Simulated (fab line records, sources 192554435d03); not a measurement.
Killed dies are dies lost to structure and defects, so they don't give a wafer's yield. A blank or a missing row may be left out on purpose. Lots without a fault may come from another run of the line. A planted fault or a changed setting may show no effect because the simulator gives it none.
Chamber matching | flow n5_finfet | N5_BEOL_M0_SAQP_MANDREL_ETCH_103 on rie_si-02: 4 sister chambers
The step etches a-Si in HBr/Cl2, stops on SiCN, target depth 45 nm, bt time 10 s, time 27 s. 8 wafers are shown with their chamber, then 7 later ones without.

WAFERS WITH THEIR CHAMBER
wafer  | chamber | drypump_motor_current_A (A) | throttle_valve_pct (%)
L702.1 | 2       | 6.4                         | 35.2
L702.6 | 1       | 5.7                         | 35.6
L706.6 | 0       | 5.7                         | 35.0
L709.1 | 0       | 5.6                         | 35.1
L709.4 | 3       | 5.2                         | 35.8
L709.5 | 3       | 5.2                         | 35.7
L711.1 | 1       | 5.7                         | 35.6
L711.2 | 2       | 6.4                         | 35.2

WAFERS WITHOUT THEIR CHAMBER
wafer  | drypump_motor_current_A (A) | throttle_valve_pct (%)
L711.4 | 5.2                         | 35.8
L712.2 | 5.6                         | 35.6
L712.3 | 5.2                         | 35.8
L712.5 | 5.7                         | 35.0
L713.1 | 5.2                         | 35.8
L713.3 | 5.6                         | 35.1
L713.5 | 6.3                         | 35.2

WHICH CHAMBER EACH WENT THROUGH
wafer  | from the rows above | in truth
L711.4 | 3                   | 3
L712.2 | 1                   | 1
L712.3 | 3                   | 3
L712.5 | 0                   | 0
L713.1 | 3                   | 3
L713.3 | 0                   | 0
L713.5 | 2                   | 2
Placed correctly: 7 of 7. Can't be placed from these rows: 0. Placed wrongly: 0.
How it was worked out, from the rows above alone: a wafer's distance from a chamber is the root of the sum, over the readings, of the square of ((its reading less the chamber's mean) divided by the reading's scatter). The wafer belongs to the nearest chamber; if the next one is less than 2 further off, it can't be placed. A chamber's mean is the mean of its shown wafers. The scatter: the root of (the sum of the squares of (reading less its chamber's mean) over the shown wafers, divided by (wafers less chambers)).
